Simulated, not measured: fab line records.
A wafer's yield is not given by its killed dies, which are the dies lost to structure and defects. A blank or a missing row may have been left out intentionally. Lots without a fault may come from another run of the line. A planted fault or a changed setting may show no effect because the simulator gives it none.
A lot that was struck, set against a sound lot || flow nand_harc || 14 out of 1302 route steps
Sound: these wafers, L126.2, L126.3, L126.4. Struck: wafers L137.4, L137.5. (L137.6 of the same lot was not struck and is left out.) The cause comes at the end.
Per side, at each step with rows, come the tool, then ch with its chambers, and then its first start. Under that, the readings that differ: sound wafers || struck wafers || difference of the means || sigmas: that difference in standard deviations of wafers without a fault.
alike: readings whose means differ by less than 2 such deviations, and words and numbers that are the same on both sides. not compared: withheld readings, readings that some wafer has no value for, bounds like >300 that may hide the same value, and numbers for which the record gives no deviation and whose values overlap.
Wherever a step has rows on one side only, a row that says differs or no value, or a row with sigmas, the two part there. Non-overlapping numbers with no deviation appear without sigmas and do not part them. A reading that every wafer of one side lacks parts them only if that side has two wafers or more.

first, 4 steps without rows for these wafers: NHARC_A_WL_FILL_STRIP_28 (strips in post etch residue remover, time 1200 s); NHARC_A_WL_FILL_PRECLEAN_06 (cleans in DIW, time 300 s); NHARC_A_WL_FILL_SRD_07; NHARC_A_WL_FILL_ANNEAL_08 (time 1800 s).
NHARC_A_WL_FILL_ALD_10: deposits SiO2, target thk 50 nm, pulse time 10 s, ald cycles 500.
  sound on ald_hk-01 ch 0,2,3, day 21 05:31; struck on ald_hk-01 ch 0,3, day 26 04:05
  alike: heater_power_w, precursor_pulse_height_rel
NHARC_A_WL_FILL_ETCHBACK_16: etches the open film in C4F8/O2/Ar, target depth 120 nm, time 24 s.
  sound: rie_diel-04 ch 1,2,3; struck: rie_diel-13 ch 1,2
{"reading": "oes_product_au (a.u.)", "sound": "0.914 0.930 0.945", "struck": "0.996 0.998", "difference": "+0.067", "sigmas": "+3"}
  alike: rf_vpp_V, run_length_s
  not compared: rf_hours_counter_h
NHARC_A_WL_FILL_STRIP_29: strips in O2, time 20 s.
  sound on rie_diel-04 ch 0,1,2, day 21 10:11; struck on rie_diel-13 ch 2,3, day 26 07:18
  alike: drypump_motor_current_A, oes_product_au, rf_vpp_V, showerhead_plenum_p_Torr, throttle_valve_pct
  not compared: rf_hours_counter_h
NHARC_A_WL_FILL_ETCHBACK_17: etches the open film in Cl2/BCl3, target depth 4 nm, time 26.7 s.
  sound on rie_metal-03 ch 0,1, day 21 10:17; struck on rie_metal-02 ch 0, day 26 07:25
  alike: drypump_motor_current_A, oes_product_au, run_length_s
  not compared: rf_hours_counter_h
then, 3 steps without rows for these wafers: NHARC_A_WL_FILL_PRECLEAN_18 (cleans in dHF, time 30 s); NHARC_A_WL_FILL_SRD_21; NHARC_A_WL_FILL_CVD_23 (deposits poly-Si, target thk 40 nm, time 800 s).
NHARC_A_WL_FILL_ETCHBACK_26: etches the open film in HBr, target depth 52 nm, time 13.3 s.
  sound on rie_si-06 ch 0,1,3, day 21 15:29; struck on rie_si-01 ch 1,3, day 26 12:32
{"reading": "run_length_s (s)", "sound": "34.5 35.1 35.1", "struck": "31.2 31.0", "difference": -3.8, "sigmas": -10}
  alike: drypump_motor_current_A, hbr_flow_sccm, oes_product_au, throttle_valve_pct
  not compared: rf_hours_counter_h
then, 1 step without rows for these wafers: NHARC_A_WL_FILL_PRECLEAN_30 (cleans in dHF, time 10 s).
-- record jumps: 4 days between struck wafers' starts before vs after; left off in module A_WL_FILL, resumes in module END, first step shown is number 1302 of the route --
NHARC_END_SORT_01:
  only the struck wafers appear in the record here, on prober-01 ch 0 at day 30 01:11; the sound ones have no rows

## WHERE THEY PART
Last at NHARC_END_SORT_01 as far as this record goes, first at NHARC_A_WL_FILL_ETCHBACK_16.

WHY: what had been put in by the simulator
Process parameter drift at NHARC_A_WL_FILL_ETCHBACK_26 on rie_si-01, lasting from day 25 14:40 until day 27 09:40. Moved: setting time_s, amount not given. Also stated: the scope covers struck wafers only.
